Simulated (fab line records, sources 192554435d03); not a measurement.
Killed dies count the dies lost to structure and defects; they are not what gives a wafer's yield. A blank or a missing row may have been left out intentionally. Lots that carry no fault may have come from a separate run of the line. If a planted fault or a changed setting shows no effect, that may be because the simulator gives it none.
Chamber matching / flow n5-finfet / N5_DUMMY_GATE_TRIM_49 on rie-si-01 has 4 sister chambers
The step chemistry O2, time 29 s, target cd 14 nm. 4 wafers are shown with their chamber, then 9 later ones without.

== EACH WAFER AND ITS CHAMBER ==
wafer=L088.3; chamber=3; drypump-motor-current-A (A)=5.0
wafer=L090.2; chamber=2; drypump-motor-current-A (A)=5.4
wafer=L090.5; chamber=0; drypump-motor-current-A (A)=6.4
wafer=L090.6; chamber=1; drypump-motor-current-A (A)=5.3

== WAFERS WITH NO CHAMBER GIVEN ==
wafer=L093.3; drypump-motor-current-A (A)=5.3
wafer=L093.4; drypump-motor-current-A (A)=6.4
wafer=L093.6; drypump-motor-current-A (A)=5.4
wafer=L094.3; drypump-motor-current-A (A)=5.3
wafer=L094.4; drypump-motor-current-A (A)=5.4
wafer=L094.5; drypump-motor-current-A (A)=5.4
wafer=L096.2; drypump-motor-current-A (A)=5.3
wafer=L096.3; drypump-motor-current-A (A)=6.3
wafer=L096.4; drypump-motor-current-A (A)=5.4

== THE CHAMBER EACH PASSED THROUGH ==
wafer=L093.3; from the rows above=1; in truth=1
wafer=L093.4; from the rows above=0; in truth=0
wafer=L093.6; from the rows above=2; in truth=2
wafer=L094.3; from the rows above=1; in truth=1
wafer=L094.4; from the rows above=2; in truth=2
wafer=L094.5; from the rows above=2; in truth=2
wafer=L096.2; from the rows above=1; in truth=1
wafer=L096.3; from the rows above=0; in truth=0
wafer=L096.4; from the rows above=2; in truth=2
Correctly placed: 9 of 9. Not placeable from these rows: 0. Number placed wrongly: 0.
How it was worked out, from the rows above alone: a wafer's distance from a chamber is the root of the sum, over the readings, of the square of ((its reading less the chamber's mean) divided by the reading's scatter). If the next closest chamber is less than 2 further off than the closest, the wafer can't be placed; otherwise it belongs to the closest. Each chamber's mean is taken over the wafers shown for it. The scatter: with one shown wafer a chamber, the root of the mean of the squares of how far each hidden wafer lies from its nearest shown one.
